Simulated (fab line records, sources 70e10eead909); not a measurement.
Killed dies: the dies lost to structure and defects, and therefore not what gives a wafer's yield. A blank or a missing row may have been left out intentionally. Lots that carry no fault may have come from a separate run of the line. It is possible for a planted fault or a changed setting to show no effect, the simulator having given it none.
A lot that was struck, set against a sound lot -- flow nandHarc -- 18 out of 1302 route steps
Sound: wafers L188.2, L188.3, L188.5. Wafers struck: L189.1, L189.4, L189.5. The cause is given at the end.
Order at every step that has rows: each side's tool, ch and its chambers, its first start. Under that, the readings that differ: sound wafers -- struck wafers -- difference of the means -- sigmas: that difference in standard deviations of wafers without a fault.
alike: a reading whose means differ by less than 2 such deviations, as well as words and numbers matching on both sides. not compared: withheld readings; readings where some wafer has no value; bounds like >300 that might hide an equal value; numbers whose values overlap and for which the record gives no deviation.
Wherever a step has rows on one side only, a row that says differs or no value, or a row with sigmas, the two part there. Numbers that have no deviation but don't overlap get no sigmas and don't part them. A reading that every wafer of one side lacks parts them only if that side has two wafers or more.

NHARC_P_M2_PRE_CLEAN_32: time 12 s.
  sound on pecvd-04 ch 0,2, day 9 22:49; struck on pecvd-02 ch 0,1, day 10 02:33
  alike: heaterPowerW
NHARC_P_M2_DEP_33: deposits SiCN, target thk 30 nm.
  sound on pecvd-04 ch 0,2, day 9 22:53; struck on pecvd-02 ch 0,1, day 10 02:41
  alike: heaterPowerW
NHARC_P_BONDPAD_DEP_00: deposits SiCN, target thk 250 nm.
  sound on pecvd-04 ch 0,1,2; struck on pecvd-04 ch 1,2, day 10 03:07
  alike: heaterPowerW
NHARC_P_BONDPAD_CMP_32: polishes SiCN, target thk 200 nm.
  sound on cmp-04 ch 1,3, day 9 23:43; struck on cmp-04 ch 0,2, day 10 03:25
  alike: motorCurrentA
NHARC_P_BONDPAD_THK_MEAS_33: measures by ellipsometry.
  sound on filmMetro-01 at day 9 23:56; struck on filmMetro-01 at day 10 03:40
  alike: thkNm
then, 7 steps without rows for these wafers: NHARC_P_BONDPAD_SRD_34; NHARC_P_BONDPAD_DEHYDRATE_01 (time 120 s); NHARC_P_BONDPAD_HMDS_02 (time 30 s); NHARC_P_BONDPAD_COAT_36 (time 65 s); NHARC_P_BONDPAD_COAT_03 (resist thk 600 nm); NHARC_P_BONDPAD_SOFTBAKE_04 (time 70 s); NHARC_P_BONDPAD_EBR_05.
NHARC_P_BONDPAD_EXPOSE_06: exposes mask P BPAD.
  sound on krfScanner-04 ch 0, day 10 00:22; struck on krfScanner-03 ch 0, day 10 04:05
reading,sound,struck,difference,sigmas
exposureDoseMJCm2,37.06 37.02 37.02,48.17 48.19 48.17,+11.14,+99 or more
  alike: mask
then, 2 steps without rows for these wafers: NHARC_P_BONDPAD_PEB_07 (peb time 80 s); NHARC_P_BONDPAD_DEVELOP_08 (time 50 s).
NHARC_P_BONDPAD_CD_MEAS_09: the cd target is 500 nm.
  sound on cdSem-01 ch 0, day 10 00:31; struck on cdSem-03 ch 0, day 10 04:15
reading,sound,struck,difference,sigmas
cdNm (nm),501.9 500.1 503.4,507.0 506.9 508.1,+5.5,+3
NHARC_P_BONDPAD_OVL_MEAS_38:
  sound on overlay-01 at day 10 00:35; struck on overlay-02 at day 10 04:20
  alike: overlayXNm, overlayYNm
-- break in the record here, with 18 days between the starts of the struck wafers on either side (left off in module P_BONDPAD, picked up again in module END, where the first step shown is number 1302 on the route) --
NHARC_END_SORT_01:
  sound on prober-02 ch 0, day 27 11:06; struck on prober-01 ch 0, day 28 11:52
reading,sound,struck,difference,sigmas
sort_bin_4_pct (%),5.0 5.0 6.1,2.8 2.5 1.9,-3.0,-2
  alike: defectLimitedYield, killedAtArray, killedAtOther, killedAtPeriphery, killedDies, killedOpen, killedShort, sort_bin_2_pct, sort_bin_3_pct, sortNPass, sortRimYieldPct, sortYieldPct

WHERE THEY PART
First at NHARC_P_BONDPAD_EXPOSE_06; last, within this record, at NHARC_END_SORT_01.

WHY: whatever the simulator had introduced
Process parameters drifting: krfScanner-03 at NHARC_P_BONDPAD_EXPOSE_06, beginning at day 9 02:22. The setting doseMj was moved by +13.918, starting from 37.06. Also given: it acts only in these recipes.
